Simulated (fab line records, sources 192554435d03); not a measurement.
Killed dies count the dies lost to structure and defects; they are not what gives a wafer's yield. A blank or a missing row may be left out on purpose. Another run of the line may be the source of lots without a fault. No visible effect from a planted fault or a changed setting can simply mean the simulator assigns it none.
Matching of chambers / flow n5_finfet / 4 sister chambers for N5_HKMG_FIN_DESCUM_53 on rie_diel-03
The step chemistry O2, time 7.9 s. 22 wafers are shown with their chamber, then 11 later ones without.

## EACH WAFER AND ITS CHAMBER
wafer=L074.3; chamber=2; drypump_motor_current_A (A)=5.72; showerhead_plenum_p_Torr (Torr)=2.13; throttle_valve_pct (%)=20.11
wafer=L074.4; chamber=3; drypump_motor_current_A (A)=5.88; showerhead_plenum_p_Torr (Torr)=2.06; throttle_valve_pct (%)=20.04
wafer=L074.5; chamber=0; drypump_motor_current_A (A)=5.10; showerhead_plenum_p_Torr (Torr)=2.17; throttle_valve_pct (%)=20.28
wafer=L076.2; chamber=3; drypump_motor_current_A (A)=5.90; showerhead_plenum_p_Torr (Torr)=2.06; throttle_valve_pct (%)=20.02
wafer=L076.3; chamber=2; drypump_motor_current_A (A)=5.70; showerhead_plenum_p_Torr (Torr)=2.13; throttle_valve_pct (%)=20.12
wafer=L076.6; chamber=1; drypump_motor_current_A (A)=5.24; showerhead_plenum_p_Torr (Torr)=2.06; throttle_valve_pct (%)=20.46
wafer=L077.1; chamber=0; drypump_motor_current_A (A)=5.09; showerhead_plenum_p_Torr (Torr)=2.17; throttle_valve_pct (%)=20.30
wafer=L077.3; chamber=3; drypump_motor_current_A (A)=5.97; showerhead_plenum_p_Torr (Torr)=2.06; throttle_valve_pct (%)=20.04
wafer=L077.6; chamber=2; drypump_motor_current_A (A)=5.69; showerhead_plenum_p_Torr (Torr)=2.13; throttle_valve_pct (%)=20.12
wafer=L082.2; chamber=1; drypump_motor_current_A (A)=5.22; showerhead_plenum_p_Torr (Torr)=2.05; throttle_valve_pct (%)=20.48
wafer=L082.3; chamber=3; drypump_motor_current_A (A)=5.86; showerhead_plenum_p_Torr (Torr)=2.05; throttle_valve_pct (%)=20.05
wafer=L082.6; chamber=2; drypump_motor_current_A (A)=5.70; showerhead_plenum_p_Torr (Torr)=2.12; throttle_valve_pct (%)=20.15
wafer=L083.1; chamber=1; drypump_motor_current_A (A)=5.21; showerhead_plenum_p_Torr (Torr)=2.05; throttle_valve_pct (%)=20.47
wafer=L083.4; chamber=3; drypump_motor_current_A (A)=5.92; showerhead_plenum_p_Torr (Torr)=2.05; throttle_valve_pct (%)=20.06
wafer=L083.5; chamber=3; drypump_motor_current_A (A)=5.90; showerhead_plenum_p_Torr (Torr)=2.05; throttle_valve_pct (%)=20.05
wafer=L087.1; chamber=0; drypump_motor_current_A (A)=5.11; showerhead_plenum_p_Torr (Torr)=2.16; throttle_valve_pct (%)=20.34
wafer=L087.2; chamber=2; drypump_motor_current_A (A)=5.69; showerhead_plenum_p_Torr (Torr)=2.12; throttle_valve_pct (%)=20.15
wafer=L087.3; chamber=1; drypump_motor_current_A (A)=5.23; showerhead_plenum_p_Torr (Torr)=2.05; throttle_valve_pct (%)=20.47
wafer=L088.1; chamber=2; drypump_motor_current_A (A)=5.70; showerhead_plenum_p_Torr (Torr)=2.12; throttle_valve_pct (%)=20.16
wafer=L088.4; chamber=3; drypump_motor_current_A (A)=5.89; showerhead_plenum_p_Torr (Torr)=2.05; throttle_valve_pct (%)=20.08
wafer=L088.5; chamber=3; drypump_motor_current_A (A)=5.88; showerhead_plenum_p_Torr (Torr)=2.05; throttle_valve_pct (%)=20.06
wafer=L090.2; chamber=0; drypump_motor_current_A (A)=5.09; showerhead_plenum_p_Torr (Torr)=2.16; throttle_valve_pct (%)=20.33

SIGNATURES (means of the wafers above)
reading=drypump_motor_current_A; chamber 0=5.0975; chamber 1=5.2250; chamber 2=5.7000; chamber 3=5.9000; scatter within a chamber=0.0226
reading=showerhead_plenum_p_Torr; chamber 0=2.1650; chamber 1=2.0525; chamber 2=2.1250; chamber 3=2.0537; scatter within a chamber=0.00534
reading=throttle_valve_pct; chamber 0=20.3125; chamber 1=20.4700; chamber 2=20.1350; chamber 3=20.0500; scatter within a chamber=0.0195
Rule: distance of a wafer from a chamber = root of the sum over the readings of ((wafer's reading minus chamber's mean) / reading's scatter) squared. The wafer belongs to the nearest chamber; if the next one is less than 2 further off, it can't be placed. The scatter is the square root of a quotient: the sum, over the shown wafers, of each reading's squared deviation from its chamber's mean, divided by wafers minus chambers.

## WAFERS WITH NO CHAMBER GIVEN
wafer=L090.3; drypump_motor_current_A (A)=5.21; showerhead_plenum_p_Torr (Torr)=2.05; throttle_valve_pct (%)=20.49
wafer=L090.5; drypump_motor_current_A (A)=5.71; showerhead_plenum_p_Torr (Torr)=2.12; throttle_valve_pct (%)=20.15
wafer=L095.1; drypump_motor_current_A (A)=5.22; showerhead_plenum_p_Torr (Torr)=2.04; throttle_valve_pct (%)=20.51
wafer=L095.2; drypump_motor_current_A (A)=5.94; showerhead_plenum_p_Torr (Torr)=2.04; throttle_valve_pct (%)=20.08
wafer=L095.4; drypump_motor_current_A (A)=5.08; showerhead_plenum_p_Torr (Torr)=2.15; throttle_valve_pct (%)=20.37
wafer=L097.1; drypump_motor_current_A (A)=5.90; showerhead_plenum_p_Torr (Torr)=2.04; throttle_valve_pct (%)=20.10
wafer=L097.2; drypump_motor_current_A (A)=5.11; showerhead_plenum_p_Torr (Torr)=2.15; throttle_valve_pct (%)=20.38
wafer=L097.3; drypump_motor_current_A (A)=5.72; showerhead_plenum_p_Torr (Torr)=2.11; throttle_valve_pct (%)=20.19
wafer=L097.4; drypump_motor_current_A (A)=5.22; showerhead_plenum_p_Torr (Torr)=2.04; throttle_valve_pct (%)=20.52
wafer=L097.5; drypump_motor_current_A (A)=5.22; showerhead_plenum_p_Torr (Torr)=2.04; throttle_valve_pct (%)=20.50
wafer=L097.6; drypump_motor_current_A (A)=5.10; showerhead_plenum_p_Torr (Torr)=2.15; throttle_valve_pct (%)=20.38

## WHICH CHAMBER EACH ONE RAN IN
wafer=L090.3; from the rows above=1; in truth=1
wafer=L090.5; from the rows above=2; in truth=2
wafer=L095.1; from the rows above=1; in truth=1
wafer=L095.2; from the rows above=3; in truth=3
wafer=L095.4; from the rows above=0; in truth=0
wafer=L097.1; from the rows above=3; in truth=3
wafer=L097.2; from the rows above=0; in truth=0
wafer=L097.3; from the rows above=2; in truth=2
wafer=L097.4; from the rows above=1; in truth=1
wafer=L097.5; from the rows above=1; in truth=1
wafer=L097.6; from the rows above=0; in truth=0
Correctly placed: 11 of 11. From these rows, 0 cannot be placed. Wrongly placed: 0.
